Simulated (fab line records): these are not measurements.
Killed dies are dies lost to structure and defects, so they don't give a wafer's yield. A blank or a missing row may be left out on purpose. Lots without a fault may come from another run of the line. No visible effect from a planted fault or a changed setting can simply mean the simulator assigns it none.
fab line records    flow n5_finfet
[record] lots = 11  wafers = 26  last_day = 16
route steps=1938 shown BEOL_M9@1422 BEOL_M15@1830
lots untouched by any fault: they come from a run of this same line in which no faults occurred
start_h: start of the lot's first displayed wafer, in hours after the record's first day    wait_h: time in hours since the lot's previous step    " unchanged from the row above    L1.1+2: a row that stands for several wafers    - no value present, or no start provided    * or withheld: withheld    < > ~ a bound
route shown NAME@n: NAME is a module with steps in the file, n the number in the route of the first one    usual: mean and standard deviation over wafers with no fault    same: alike in all rows    chamber/n: place in a boat    sites: readings site by site    _std_site: the standard deviation of these    _edge_site: mean of outer sites minus mean of inner sites    radius_mm: how far each site lies from the wafer's centre    mask NAME#n: copy n    behind: tool/chamber where the wafer was last shaped    hold: what put the lot on hold/how long, in hours/how the hold closed    device: which transistor (n, p or np) failed to switch    end of line: the route-end tests of the same wafers    for a step that has no rows: nothing shown but its recipe    killed: dies lost to structure and defects at the first sort, not the wafer's yield    map: a wafer's dies, x killed, . not, _ none there
set.NAME: the setting as run; set.NAME@STEP: as run at that earlier step    model.NAME: the simulator's own value behind a step, which no gauge read
route steps across a sampled set of lots; one table per step, one row per wafer
services: when a tool's chamber went out of use (start_h, in hours from the record's first day, below 0 if earlier), for how many hours, and the reason
[[steps]]
[step N5_BEOL_M9_HM_OPEN_17]
[recipe] chemistry = Cl2/BCl3  target_depth_a = 200  overetch_a = 60  target = TiN  mask_material = SOC  ion_energy_ev = 150  pressure_mtorr = 10  icp_w = 1000  bias_w = 126  Cl2_flow_sccm = 53.25  bcl3_flow_sccm = 21.75  Ar_flow_sccm = 25
[usual] drypump_motor_current_A = 5.9/0.47  mfc_ar_sccm = 24.99/0.077  oes_product_au = 0.70/0.086  throttle_valve_pct = 22.1/0.31
lot.wafer  tool          chamber  start_h  wait_h  drypump_motor_current_A  mfc_ar_sccm  oes_product_au  rf_hours_counter_h  throttle_valve_pct
L556.1     rie_metal-03  0        213.30   0.0     5.3                      24.93        0.64            54                  21.8
L556.4     "             1        "        "       5.6                      24.92        0.84            -                   21.9
L556.6     "             0        "        "       5.3                      24.99        0.64            -                   21.8
L558.3     rie_metal-02  0        213.54   0.1     5.2                      25.01        0.63            -                   22.3
L558.4     "             1        "        "       6.4                      25.09        0.54            -                   22.0
L558.6     "             1        "        "       6.4                      25.05        0.55            -                   22.0
L557.1     rie_metal-03  1        228.42   0.0     5.7                      24.93        0.81            3                   21.9
L557.2     "             0        "        "       5.3                      25.07        0.63            56                  21.8
L559.1     rie_metal-02  1        229.17   0.0     6.3                      24.93        0.54            113                 22.0
L559.4     "             0        "        "       5.2                      24.93        0.62            -                   22.4
L559.5     "             1        "        "       6.4                      24.90        0.53            -                   22.0
L560.1     rie_metal-01  1        241.25   0.0     6.1                      24.90        0.80            2                   22.6
L560.4     "             0        "        "       6.4                      24.88        0.74            -                   21.9
L560.6     "             0        "        "       6.4                      24.85        0.74            -                   21.9
L561.4     rie_metal-02  0        241.61   0.1     5.2                      24.99        0.62            -                   22.4
L561.5     "             1        "        "       6.3                      24.87        0.53            -                   22.0
L562.5     rie_metal-03  0        261.57   0.1     5.3                      25.08        0.62            -                   21.8
L562.6     "             1        "        "       5.6                      24.99        0.78            -                   21.9
L567.1     rie_metal-03  0        266.86   0.0     5.3                      25.04        0.62            60                  21.8
L563.1     rie_metal-02  1        267.34   0.0     6.3                      24.88        0.54            116                 22.0
L563.2     "             0        "        "       5.3                      24.86        0.62            53                  22.4
L563.3     "             1        "        "       6.3                      24.95        0.53            -                   22.0
L566.5     rie_metal-01  0        287.66   0.1     6.4                      25.00        0.73            -                   21.9
L568.1     rie_metal-01  1        303.38   0.0     6.2                      25.08        0.77            8                   22.6
L568.4     "             0        "        "       6.4                      25.05        0.74            -                   21.9
L568.5     "             0        "        "       6.4                      24.98        0.72            -                   21.9
[step N5_BEOL_M9_INSPECT_30]
[recipe] mode = adi  inspect_instrument = brightfield
[usual] raw_defect_count = 399/87
lot.wafer  tool               chamber  start_h  wait_h  raw_defect_count
L556.1     defect_inspect-01  -        214.12   0.1     390
L556.4     "                  -        "        "       449
L556.6     "                  -        "        "       447
L558.3     defect_inspect-01  -        214.30   0.0     435
L558.4     "                  -        "        "       374
L558.6     "                  -        "        "       426
L559.1     defect_inspect-02  -        234.13   0.1     251
L559.4     "                  -        "        "       271
L559.5     "                  -        "        "       298
L557.1     defect_inspect-02  -        234.47   0.1     589
L557.2     "                  -        "        "       338
L560.1     defect_inspect-02  -        241.92   0.1     350
L560.4     "                  -        "        "       493
L560.6     "                  -        "        "       370
L561.4     defect_inspect-02  -        243.07   0.0     272
L561.5     "                  -        "        "       503
L562.5     defect_inspect-02  -        262.15   0.0     422
L562.6     "                  -        "        "       485
L563.1     defect_inspect-01  -        269.50   0.1     543
L563.2     "                  -        "        "       246
L563.3     "                  -        "        "       453
L567.1     defect_inspect-02  -        269.54   0.1     528
L566.5     defect_inspect-01  -        289.90   0.0     326
L568.1     defect_inspect-01  -        307.35   0.1     297
L568.4     "                  -        "        "       305
L568.5     "                  -        "        "       311
[step N5_BEOL_M9_TRENCH_ETCH_37]
[recipe] chemistry = C4F6/O2  target_depth_a = 1514.3  target = SiCOH_lowk  time_s = 49  ion_energy_ev = 250  pressure_mtorr = 30  source_w = 345  bias_w = 185  Ar_flow_sccm = 300  C4F6_flow_sccm = 10  O2_flow_sccm = 10
[usual] C4F6_flow_sccm = 10.00/0.031  drypump_motor_current_A = 5.8/0.45  mfc_ar_sccm = 300.0/0.98  oes_product_au = 0.81/0.1  rf_vpp_V = 667/12  run_length_s = 72.5/0.4  showerhead_plenum_p_Torr = 2.86/0.1  throttle_valve_pct = 21.00/0.2  time_s = 49/0
lot.wafer  tool         chamber  start_h  wait_h  C4F6_flow_sccm  drypump_motor_current_A  mfc_ar_sccm  oes_product_au  rf_hours_counter_h  rf_vpp_V  run_length_s  showerhead_plenum_p_Torr  throttle_valve_pct  time_s
L556.1     rie_diel-06  2        214.44   -       10.04           5.8                      299.4        0.68            245                 654       72.9          2.67                      21.33               49
L556.4     "            3        "        "       9.96            5.9                      299.2        0.89            -                   681       72.7          2.79                      20.91               49
L556.6     "            2        "        "       10.06           5.8                      300.1        0.69            -                   655       72.6          2.67                      21.31               49
L558.3     rie_diel-01  1        214.74   -       10.01           4.9                      299.0        0.69            214                 675       72.4          2.93                      21.11               49
L558.4     "            2        "        "       10.00           6.0                      300.1        0.72            161                 647       72.4          2.76                      20.82               49
L558.6     "            3        "        "       10.03           5.9                      299.0        0.96            -                   664       72.2          2.78                      20.81               49
L559.1     rie_diel-06  0        234.45   -       10.01           5.5                      302.1        0.99            0                   666       73.1          3.06                      21.05               49
L559.4     "            0        "        "       10.01           5.5                      301.5        0.98            -                   666       73.4          3.06                      21.04               49
L559.5     "            1        "        "       9.99            6.2                      298.9        0.75            -                   664       71.9          2.94                      21.23               49
L557.1     rie_diel-01  2        234.78   -       9.94            6.0                      300.6        0.71            165                 649       72.4          2.76                      20.81               49
L557.2     "            0        "        "       9.97            6.7                      300.4        0.74            227                 653       72.9          2.82                      21.00               49
L560.1     rie_diel-05  0        242.24   -       10.00           5.4                      300.8        0.71            164                 660       71.8          2.74                      21.04               49
L560.4     "            2        "        "       10.01           5.4                      301.4        0.88            24                  667       73.6          2.93                      21.19               49
L560.6     "            1        "        "       9.98            6.2                      300.2        0.94            -                   695       72.0          2.90                      20.43               49
L561.4     rie_diel-05  0        243.39   -       10.01           5.4                      300.6        0.71            164                 658       71.9          2.74                      21.03               49
L561.5     "            2        "        "       10.00           5.4                      300.2        0.88            -                   665       73.1          2.93                      21.20               49
L562.5     rie_diel-06  0        262.48   -       10.03           5.5                      300.6        0.95            -                   666       73.2          3.05                      21.07               49
L562.6     "            3        "        "       10.03           5.9                      301.3        0.86            -                   683       72.2          2.78                      20.91               49
L563.1     rie_diel-06  0        269.82   -       10.01           5.5                      299.8        0.94            14                  667       61.0          3.05                      21.05               34.3
L563.2     "            1        "        "       10.02           6.2                      301.8        0.74            186                 664       60.5          2.94                      21.24               34.3
L563.3     "            2        "        "       9.93            5.8                      301.3        0.97            4                   667       60.7          3.00                      21.03               34.3
L567.1     rie_diel-01  1        269.92   -       9.97            4.9                      298.9        0.68            228                 674       61.2          2.93                      21.13               34.3
L566.5     rie_diel-01  2        290.48   -       9.97            6.0                      301.4        0.70            -                   649       60.6          2.75                      20.84               34.3
L568.1     rie_diel-06  0        307.80   -       10.04           5.5                      297.7        0.90            26                  667       61.7          3.05                      21.08               34.3
L568.4     "            1        "        "       10.03           6.2                      300.3        0.73            198                 662       60.4          2.93                      21.24               34.3
L568.5     "            3        "        "       10.04           5.9                      300.5        0.84            -                   682       61.4          2.78                      20.93               34.3
[step N5_BEOL_M9_OCD_MEAS_38]
[usual] trench_depth_nm = 151/3.3
lot.wafer  tool    chamber  start_h  wait_h  trench_depth_nm
L556.1     ocd-01  -        214.61   -       149
L556.4     "       -        "        "       151
L556.6     "       -        "        "       150
L558.3     ocd-02  -        214.92   -       150
L558.4     "       -        "        "       148
L558.6     "       -        "        "       157
L559.1     ocd-02  -        234.62   -       152
L559.4     "       -        "        "       152
L559.5     "       -        "        "       154
L557.1     ocd-01  -        234.96   -       148
L557.2     "       -        "        "       153
L560.1     ocd-01  -        242.41   -       146
L560.4     "       -        "        "       147
L560.6     "       -        "        "       150
L561.4     ocd-02  -        243.56   -       148
L561.5     "       -        "        "       147
L562.5     ocd-01  -        262.64   -       155
L562.6     "       -        "        "       150
L563.1     ocd-02  -        269.99   -       109
L563.2     "       -        "        "       107
L563.3     "       -        "        "       111
L567.1     ocd-01  -        270.09   -       104
L566.5     ocd-01  -        290.64   -       103
L568.1     ocd-01  -        307.98   -       107
L568.4     "       -        "        "       107
L568.5     "       -        "        "       104
[step N5_BEOL_M9_CD_MEAS_35]
[recipe] target_cd_nm = 70  target_cd_y_nm = 40  polarity = opening
[usual] cd_nm = 70.2/0.64
lot.wafer  tool       chamber  start_h  wait_h  cd_nm
L556.1     cd_sem-02  -        214.77   0.0     70.4
L556.4     "          -        "        "       70.0
L556.6     "          -        "        "       71.5
L558.3     cd_sem-01  -        215.07   0.0     70.2
L558.4     "          -        "        "       69.2
L558.6     "          -        "        "       70.2
L559.1     cd_sem-02  -        234.78   0.0     69.5
L559.4     "          -        "        "       70.3
L559.5     "          -        "        "       69.2
L557.1     cd_sem-03  -        235.11   0.0     70.3
L557.2     "          -        "        "       70.1
L560.1     cd_sem-02  -        242.57   0.0     70.4
L560.4     "          -        "        "       70.0
L560.6     "          -        "        "       70.3
L561.4     cd_sem-01  -        243.72   0.0     69.5
L561.5     "          -        "        "       70.0
L562.5     cd_sem-02  -        262.79   0.0     70.9
L562.6     "          -        "        "       70.5
L563.1     cd_sem-01  -        270.15   0.0     70.3
L563.2     "          -        "        "       69.9
L563.3     "          -        "        "       69.8
L567.1     cd_sem-02  -        270.25   0.0     69.8
L566.5     cd_sem-01  -        290.79   0.0     69.2
L568.1     cd_sem-03  -        308.13   0.0     69.2
L568.4     "          -        "        "       69.9
L568.5     "          -        "        "       69.6
[step N5_BEOL_M9_THK_MEAS_53]
[recipe] thk_meas_gauge = xrf  reads = Cu_of_BEOL_M9_ECD_50
[usual] M9_THK = 140/3.7
lot.wafer  tool           chamber  start_h  wait_h  M9_THK[nm]
L556.1     film_metro-01  -        217.06   -       139
L556.4     "              -        "        "       140
L556.6     "              -        "        "       138
L558.3     film_metro-02  -        217.18   -       139
L558.4     "              -        "        "       137
L558.6     "              -        "        "       146
L559.1     film_metro-02  -        237.02   -       140
L559.4     "              -        "        "       140
L559.5     "              -        "        "       143
L557.1     film_metro-02  -        237.15   -       134
L557.2     "              -        "        "       138
L560.1     film_metro-02  -        245.54   -       136
L560.4     "              -        "        "       139
L560.6     "              -        "        "       139
L561.4     film_metro-01  -        245.72   -       136
L561.5     "              -        "        "       135
L562.5     film_metro-02  -        265.64   -       143
L562.6     "              -        "        "       141
L563.1     film_metro-02  -        272.26   -       97
L563.2     "              -        "        "       96
L563.3     "              -        "        "       99
L567.1     film_metro-01  -        272.52   -       92
L566.5     film_metro-02  -        293.33   -       92
L568.1     film_metro-01  -        311.80   -       95
L568.4     "              -        "        "       97
L568.5     "              -        "        "       93
[step N5_BEOL_M9_RS_MEAS_57]
[recipe] thk_meas_gauge = four-point-probe  reads = Cu_of_BEOL_M9_ECD_50+Co_of_BEOL_M9_CVD_78+TaN_of_BEOL_M9_ALD_74
[usual] M9_RS = 0.151/0.0041
lot.wafer  tool           chamber  start_h  wait_h  M9_RS[ohm/sq]
L556.1     film_metro-01  -        217.20   0.1     0.152
L556.4     "              -        "        "       0.151
L556.6     "              -        "        "       0.153
L558.3     film_metro-01  -        217.31   0.1     0.151
L558.4     "              -        "        "       0.154
L558.6     "              -        "        "       0.144
L559.1     film_metro-01  -        237.15   0.1     0.150
L559.4     "              -        "        "       0.150
L559.5     "              -        "        "       0.147
L557.1     film_metro-02  -        237.28   0.1     0.156
L557.2     "              -        "        "       0.151
L560.1     film_metro-02  -        245.68   0.1     0.156
L560.4     "              -        "        "       0.153
L560.6     "              -        "        "       0.151
L561.4     film_metro-01  -        245.86   0.0     0.155
L561.5     "              -        "        "       0.156
L562.5     film_metro-01  -        265.77   0.0     0.146
L562.6     "              -        "        "       0.149
L563.1     film_metro-02  -        272.39   0.1     0.228
L563.2     "              -        "        "       0.231
L563.3     "              -        "        "       0.224
L567.1     film_metro-02  -        272.66   0.1     0.242
L566.5     film_metro-02  -        293.46   0.0     0.239
L568.1     film_metro-02  -        311.94   0.1     0.236
L568.4     "              -        "        "       0.231
L568.5     "              -        "        "       0.243
[step N5_BEOL_M15_RC_MEAS_101]
[usual] COMB_M10 = 1.45e-11/2.7e-12  COMB_M11 = 1.4e-11/3.1e-12  COMB_M12 = 6.6e-12/1.3e-12  COMB_M13 = 4.9e-12/1.2e-12  COMB_M14 = 3.9e-12/8e-13  COMB_M15 = 2.9e-12/7.2e-13  COMB_M15_max_site = 4.1e-12/1e-12  COMB_M5 = 3.5e-11/7.1e-12  COMB_M6 = 2.7e-11/5.5e-12  COMB_M7 = 2.5e-11/4.6e-12  COMB_M8 = 2.5e-11/5.2e-12  SERP_M10 = 3.05/0.082  SERP_M11 = 3.10/0.1  SERP_M11_max_site = 3.19/0.1  SERP_M12 = 0.626/0.014  SERP_M13 = 0.309/0.0058  SERP_M14 = 0.160/0.0044  SERP_M5 = 39.2/1.7  SERP_M5_max_site = 40.5/1.8  SERP_M6 = 14.1/0.61  SERP_M7 = 14.1/0.66  SERP_M8 = 13.8/0.5  SERP_M9 = 3.06/0.1  SERP_M9_max_site = 3.14/0.11
lot.wafer  tool       chamber  start_h  wait_h  COMB_M10[S/m]  COMB_M11[S/m]  COMB_M12[S/m]  COMB_M13[S/m]  COMB_M14[S/m]  COMB_M15[S/m]  COMB_M15_max_site[S/m]  COMB_M5[S/m]  COMB_M6[S/m]  COMB_M7[S/m]  COMB_M8[S/m]  SERP_M10[ohm/um]  SERP_M11[ohm/um]  SERP_M11_max_site[ohm/um]  SERP_M12[ohm/um]  SERP_M13[ohm/um]  SERP_M14[ohm/um]  SERP_M5[ohm/um]  SERP_M5_max_site[ohm/um]  SERP_M6[ohm/um]  SERP_M7[ohm/um]  SERP_M8[ohm/um]  SERP_M9[ohm/um]  SERP_M9_max_site[ohm/um]
L556.1     prober-02  0        258.99   0.0     1.22e-11       1.2e-11        4.5e-12        5.2e-12        2.8e-12        2e-12          2.3e-12                 4.6e-11       2e-11         2.4e-11       2.2e-11       3.08              2.92              2.95                       0.612             0.311             0.160             41.0             41.9                      14.6             14.1             13.5             3.09             3.18
L556.4     "          0        "        "       1.16e-11       1.6e-11        6.3e-12        3.9e-12        3.4e-12        1.9e-12        3e-12                   2.8e-11       2e-11         2.4e-11       3e-11         3.02              2.98              3.05                       0.633             0.312             0.151             40.2             41.5                      14.7             14.7             14.2             3.11             3.21
L556.6     "          0        "        "       1.98e-11       2e-11          4.4e-12        3.3e-12        3.6e-12        1.1e-12        2.2e-12                 4.6e-11       2.2e-11       2.3e-11       2.6e-11       3.13              3.02              3.12                       0.645             0.310             0.158             39.3             41.1                      14.9             14.2             14.5             3.04             3.13
L558.3     prober-01  0        262.59   0.3     9.1e-12        1.1e-11        8.7e-12        4.6e-12        2.8e-12        3.2e-12        4.1e-12                 3.4e-11       2.7e-11       2.1e-11       2.6e-11       3.12              3.18              3.23                       0.606             0.306             0.168             40.1             40.9                      14.1             13.8             14.0             3.12             3.20
L558.4     "          0        "        "       1.61e-11       1.5e-11        6.4e-12        3.6e-12        4.3e-12        3.6e-12        5e-12                   3e-11         1.9e-11       1.9e-11       2.4e-11       2.99              3.09              3.12                       0.629             0.306             0.153             39.8             42.0                      14.3             13.6             13.9             3.22             3.35
L558.6     "          0        "        "       1.44e-11       2e-11          5.8e-12        5.3e-12        4.2e-12        3.7e-12        4.9e-12                 2.8e-11       2.5e-11       2.7e-11       2.2e-11       3.19              3.28              3.37                       0.611             0.308             0.153             40.2             42.2                      14.7             14.4             14.0             2.93             3.03
L559.1     prober-02  0        276.63   0.0     1.67e-11       1.6e-11        5.5e-12        4.5e-12        3.2e-12        2.4e-12        2.9e-12                 3e-11         1.9e-11       1.8e-11       2.1e-11       2.97              3.16              3.25                       0.608             0.316             0.162             38.7             40.2                      13.8             14.4             13.1             3.10             3.16
L559.4     "          0        "        "       1.44e-11       1.5e-11        6.5e-12        5.2e-12        2.6e-12        2.8e-12        4.8e-12                 2.1e-11       3.5e-11       2.5e-11       3.3e-11       3.15              3.09              3.15                       0.635             0.306             0.162             39.9             40.6                      13.4             13.5             14.9             3.03             3.06
L559.5     "          0        "        "       1.6e-11        1.7e-11        7.5e-12        4.1e-12        2.1e-12        2.3e-12        3.3e-12                 2.5e-11       2.4e-11       1.9e-11       2.5e-11       2.99              3.08              3.12                       0.632             0.316             0.150             37.4             39.7                      13.6             14.2             14.6             3.03             3.10
L557.1     prober-02  0        278.31   0.0     1.06e-11       1.7e-11        5.7e-12        4.4e-12        3.8e-12        2.3e-12        3.5e-12                 3.6e-11       2.9e-11       1.8e-11       2.2e-11       3.17              3.03              3.22                       0.604             0.309             0.163             39.7             40.2                      13.7             14.0             13.6             3.17             3.29
L557.2     "          0        "        "       1.6e-11        8e-12          7.3e-12        3.9e-12        2.2e-12        1.9e-12        2.5e-12                 3.7e-11       2.3e-11       2.8e-11       2.7e-11       3.30              3.00              3.14                       0.621             0.305             0.160             37.2             38.2                      14.4             14.5             13.6             3.01             3.16
L560.1     prober-01  0        290.14   0.0     1.31e-11       1.4e-11        4.1e-12        6.2e-12        4.6e-12        4.1e-12        4.8e-12                 3.1e-11       2.6e-11       2.9e-11       2.1e-11       3.15              3.06              3.13                       0.630             0.305             0.161             37.5             38.9                      13.7             14.8             13.4             3.10             3.17
L560.4     "          0        "        "       9.7e-12        1.1e-11        5.3e-12        4.8e-12        5.1e-12        3.6e-12        5.3e-12                 3.3e-11       3.2e-11       3e-11         3.2e-11       3.00              2.99              3.02                       0.636             0.307             0.158             42.1             43.6                      13.9             14.0             13.3             3.12             3.23
L560.6     "          0        "        "       1.1e-11        2.2e-11        8.4e-12        6.1e-12        4.5e-12        3.1e-12        4.5e-12                 2.3e-11       2.4e-11       3.5e-11       2.8e-11       3.10              3.07              3.14                       0.614             0.307             0.165             42.0             42.7                      13.7             13.5             12.9             3.08             3.15
L561.4     prober-02  0        290.32   0.5     1.21e-11       1.4e-11        6.9e-12        4.9e-12        3.3e-12        2.3e-12        3.1e-12                 3e-11         2.8e-11       2.2e-11       2.1e-11       3.16              3.26              3.35                       0.628             0.314             0.155             37.4             38.8                      14.5             14.6             13.4             3.20             3.28
L561.5     "          0        "        "       1.56e-11       1.2e-11        4.4e-12        3.8e-12        3.5e-12        1.8e-12        2.6e-12                 2.4e-11       1.8e-11       2.1e-11       2.2e-11       3.10              2.85              3.01                       0.618             0.298             0.164             39.2             40.2                      14.5             14.3             14.0             3.19             3.32
L562.5     prober-02  0        310.28   0.6     1.48e-11       1.6e-11        7.5e-12        3.5e-12        4.2e-12        2.8e-12        4.4e-12                 2.5e-11       3.3e-11       3.5e-11       1.5e-11       2.91              3.25              3.38                       0.613             0.312             0.163             39.1             40.0                      14.3             14.5             14.1             2.93             2.97
L562.6     "          0        "        "       1.54e-11       1.9e-11        5.6e-12        3.3e-12        2.7e-12        2.2e-12        4.4e-12                 4.3e-11       2e-11         2.7e-11       2.4e-11       3.04              3.07              3.14                       0.621             0.317             0.160             38.0             39.9                      13.8             14.8             13.9             2.99             3.04
L567.1     prober-02  0        318.81   0.0     1.25e-11       1.2e-11        6.5e-12        3.5e-12        3.5e-12        1.5e-12        2.7e-12                 3e-11         4e-11         2.4e-11       1.7e-11       2.88              3.03              3.18                       0.635             0.305             0.169             40.1             42.2                      14.9             14.3             13.2             4.88             5.04
L563.1     prober-01  0        319.95   0.0     1.42e-11       1.9e-11        8.5e-12        5.5e-12        4.6e-12        3.4e-12        5.3e-12                 3.1e-11       4.1e-11       2.8e-11       2.9e-11       3.15              2.98              3.08                       0.642             0.316             0.159             42.6             45.1                      14.3             13.9             13.7             4.51             4.66
L563.2     "          0        "        "       1.56e-11       1.2e-11        7.2e-12        6e-12          4.4e-12        2.6e-12        3.2e-12                 3.5e-11       3.7e-11       3e-11         2.5e-11       2.91              3.10              3.20                       0.628             0.312             0.161             37.9             39.3                      15.1             12.6             13.1             4.64             4.79
L563.3     "          0        "        "       1.35e-11       1.3e-11        8.6e-12        4.4e-12        4.8e-12        4.7e-12        5.8e-12                 3.2e-11       3.5e-11       4.3e-11       2.4e-11       2.96              3.10              3.15                       0.637             0.307             0.164             44.9             45.2                      15.4             13.4             14.4             4.51             4.61
L566.5     prober-02  0        340.62   0.6     1.36e-11       1.3e-11        7.2e-12        4.8e-12        3.7e-12        2.4e-12        3e-12                   4.1e-11       2.4e-11       1.9e-11       3e-11         3.09              2.98              3.07                       0.636             0.307             0.167             38.0             39.9                      14.1             14.0             13.0             4.85             5.00
L568.1     prober-01  0        357.99   0.0     1.21e-11       1.5e-11        4.1e-12        6e-12          3.3e-12        2.9e-12        4.7e-12                 3.4e-11       2.6e-11       2.7e-11       2.9e-11       2.93              3.12              3.22                       0.619             0.311             0.156             37.7             39.0                      13.8             14.4             13.9             4.84             5.00
L568.4     "          0        "        "       1.48e-11       1.2e-11        6e-12          5.6e-12        4.9e-12        2.8e-12        3.6e-12                 4.1e-11       3.4e-11       2.8e-11       2.9e-11       3.06              3.30              3.38                       0.613             0.303             0.166             39.6             41.7                      14.0             14.4             13.4             4.69             4.78
L568.5     "          0        "        "       1.55e-11       1.9e-11        6.1e-12        4.4e-12        5.3e-12        4.3e-12        4.7e-12                 4e-11         2.5e-11       2.4e-11       2.5e-11       3.06              3.22              3.31                       0.640             0.304             0.164             37.3             38.4                      13.9             14.4             13.1             5.07             5.28
// sites SERP_M9 radius_mm=0,75,75,75,75,140,140,140,140
L556.1 2.99 3.06 3.08 3.04 3.13 3.09 3.13 3.11 3.18
L558.3 3.18 3.20 3.13 3.20 3.12 2.96 2.95 3.02 2.90
L559.1 3.16 3.16 3.09 3.08 3.10 3.13 3.05 3.10 3.03
L557.1 3.29 3.25 3.17 3.24 3.25 3.06 3.02 3.11 3.01
L560.1 3.10 3.13 3.17 3.10 3.13 3.09 3.08 3.08 3.14
L561.4 3.18 3.22 3.19 3.22 3.20 3.20 3.28 3.17 3.22
L562.5 2.82 2.93 2.84 2.91 2.92 2.97 2.95 2.96 2.96
L567.1 5.04 4.94 4.95 4.94 4.88 4.75 4.72 4.87 4.64
L563.1 4.50 4.51 4.51 4.49 4.58 4.52 4.66 4.50 4.62
L566.5 4.86 4.99 4.85 4.93 4.85 4.84 4.74 5.00 4.69
L568.1 5.00 4.84 4.88 4.84 4.93 4.54 4.71 4.52 4.73
[[services]]
tool          chamber  start_h  hours  kind
rie_metal-03  -        209.05   0.9    repair
rie_metal-01  -        212.60   14.6   pm
rie_diel-06   0        213.94   -      clean
rie_diel-06   0        213.94   -      consumable_replace:focus_ring
rie_diel-06   0        213.94   -      consumable_replace:showerhead
rie_diel-06   0        213.94   17.7   scheduled_down
rie_diel-06   0        213.94   17.7   vent_cycle
rie_metal-01  -        227.46   4.3    pm
rie_diel-06   2        231.70   -      clean
rie_diel-06   2        231.70   -      consumable_replace:focus_ring
rie_diel-06   2        231.70   -      consumable_replace:showerhead
rie_diel-06   2        231.70   23.1   scheduled_down
rie_diel-06   2        231.70   23.1   vent_cycle
rie_metal-03  1        241.33   9.7    repair
rie_diel-05   0        247.47   3.2    repair
rie_diel-05   3        249.30   7.6    repair
rie_metal-02  -        259.26   2.8    pm
rie_metal-02  1        295.03   -      clean
rie_metal-02  1        295.03   19.2   scheduled_down
rie_metal-02  1        295.03   19.2   vent_cycle
rie_diel-01   0        299.00   10.6   repair
[[key]]
[first_sign] step = N5_BEOL_M9_TRENCH_ETCH_37  reading = time_s  direction = down  sigmas = 99+  usual = *  struck = *
[effect] step = N5_BEOL_M9_TRENCH_ETCH_37  reading = run_length_s  direction = down  sigmas = 29  usual = *  struck = *
[effect] step = N5_BEOL_M9_OCD_MEAS_38  reading = trench_depth_nm  direction = down  sigmas = 14  usual = 151  struck = 107
[effect] step = N5_BEOL_M9_THK_MEAS_53  reading = M9_THK  direction = down  sigmas = 12  usual = 140  struck = 95
[effect] step = N5_BEOL_M9_RS_MEAS_57  reading = M9_RS  direction = up  sigmas = 20  usual = 0.151  struck = 0.234
[effect] step = N5_BEOL_M15_RC_MEAS_101  reading = SERP_M9  direction = up  sigmas = 17  usual = 3.06  struck = 4.75
met_at N5_BEOL_M9_TRENCH_ETCH_37
struck_lots L563,L566,L567,L568
sort_left_out L563.1,L563.2,L563.3,L566.5,L567.1,L568.1,L568.4,L568.5
not_acting_at N5_BEOL_M9_HM_OPEN_17,N5_BEOL_M9_INSPECT_30,N5_BEOL_M9_CD_MEAS_35
onset_between 262.48 269.82
[fault] kind = recipe_version_skew  tool = rie_diel-01,rie_diel-05,rie_diel-06  chamber = -  onset_h = 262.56  steps = N5_BEOL_M9_TRENCH_ETCH_37  wrong_recipe.time_s = *
// sort_left_out: the simulated sort isn't trusted on such a fault, so these wafers' sort isn't shown, and their yield isn't known
